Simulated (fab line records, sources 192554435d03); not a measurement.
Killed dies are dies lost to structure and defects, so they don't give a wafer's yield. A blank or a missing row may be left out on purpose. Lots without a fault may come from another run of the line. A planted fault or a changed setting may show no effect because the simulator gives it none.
One fault seen from 2 desks | flow n5_finfet | each desk has only its own numbers; what lay behind them comes last

THE METROLOGY DESK
What the gauges read, lot by lot, whatever tool the lot ran on: means of the sampled wafers that have a number. A lot is out of limits, marked OUT, if its mean lies more than 4 standard deviations from the usual mean; the brackets give that distance.
Columns: A = M13_THK at N5_BEOL_M13_THK_MEAS_50, usual 419 nm
lot  | first seen here | A
L707 | day 12 14:04    | 415
L709 | day 13 17:17    | 413
L713 | day 14 11:28    | 409
L714 | day 15 02:30    | 423
L722 | day 16 21:14    | 425
L725 | day 17 20:43    | 419
L724 | day 17 21:16    | 416
L726 | day 18 00:31    | 416
L728 | day 18 04:13    | 432
L727 | day 18 15:26    | 431
This desk's finding: nothing out of limits on any of the 10 lots.

THE TOOL OWNER'S DESK: pvd_sputter-01
The tool's own readings at N5_BEOL_M13_SPUTTER_44 (material Ta, target thk 10 nm, time 16.13 s): means of the sampled wafers that have a number, for each lot that ran on this tool. A lot is out of limits, marked OUT, if its mean lies more than 4 standard deviations from the usual mean; the brackets give that distance.
Columns: A = throttle_valve_pct at N5_BEOL_M13_SPUTTER_44, usual 30.3 %
lot  | first seen here | A
L713 | day 14 10:18    | 31.5
L714 | day 15 01:23    | 31.6
L724 | day 17 20:08    | 31.6
L728 | day 18 02:38    | 31.4
This desk's finding: nothing out of limits on any of the 4 lots.

PUT TOGETHER
The metrology desk saw nothing out of limits.
The tool owner's desk saw nothing out of limits.

WHAT THE SIMULATOR HAD PUT IN
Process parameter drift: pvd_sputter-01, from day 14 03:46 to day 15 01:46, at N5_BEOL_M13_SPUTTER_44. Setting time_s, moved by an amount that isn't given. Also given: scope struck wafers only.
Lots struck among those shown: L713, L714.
